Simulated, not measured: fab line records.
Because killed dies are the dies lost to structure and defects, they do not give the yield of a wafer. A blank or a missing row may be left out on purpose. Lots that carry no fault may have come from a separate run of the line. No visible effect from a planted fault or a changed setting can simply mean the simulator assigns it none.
Chamber matching | flow n5-finfet | N5_FIN_SAQP_STRIP_55 on rie-diel-05 has 4 sister chambers
The step strips in N2/H2. 4 wafers are shown with their chamber, then 11 later ones without.

## WAFERS WITH THEIR CHAMBER
wafer  | chamber | showerhead-plenum-p-Torr (Torr)
L086.2 | 1       | 3.43
L086.6 | 3       | 3.35
L087.2 | 0       | 3.33
L092.1 | 2       | 3.55

## WAFERS WITH NO CHAMBER GIVEN
wafer  | showerhead-plenum-p-Torr (Torr)
L092.3 | 3.34
L092.4 | 3.43
L094.2 | 3.42
L094.3 | 3.33
L094.5 | 3.54
L095.1 | 3.54
L095.2 | 3.34
L095.4 | 3.42
L096.4 | 3.42
L096.5 | 3.33
L096.6 | 3.34

## THE CHAMBER EACH PASSED THROUGH
wafer  | from the rows above     | in truth
L092.3 | can't be placed: 0 or 3 | 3
L092.4 | 1                       | 1
L094.2 | 1                       | 1
L094.3 | 0                       | 0
L094.5 | 2                       | 2
L095.1 | 2                       | 2
L095.2 | can't be placed: 0 or 3 | 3
L095.4 | 1                       | 1
L096.4 | 1                       | 1
L096.5 | 0                       | 0
L096.6 | can't be placed: 0 or 3 | 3
8 of 11 placed correctly. Cannot be placed on the basis of these rows: 3; the candidates contain the true chamber in 3. 0 placed wrongly.
How it was worked out, from the rows above alone: a wafer's distance from a chamber is the root of the sum, over the readings, of the square of ((its reading less the chamber's mean) divided by the reading's scatter). The wafer belongs to the nearest chamber; if the next one is less than 2 further off, it can't be placed. For every chamber, the mean is computed from those of its wafers that are shown. The scatter: root of mean squared gap, hidden wafer to nearest shown wafer, with one shown wafer a chamber.
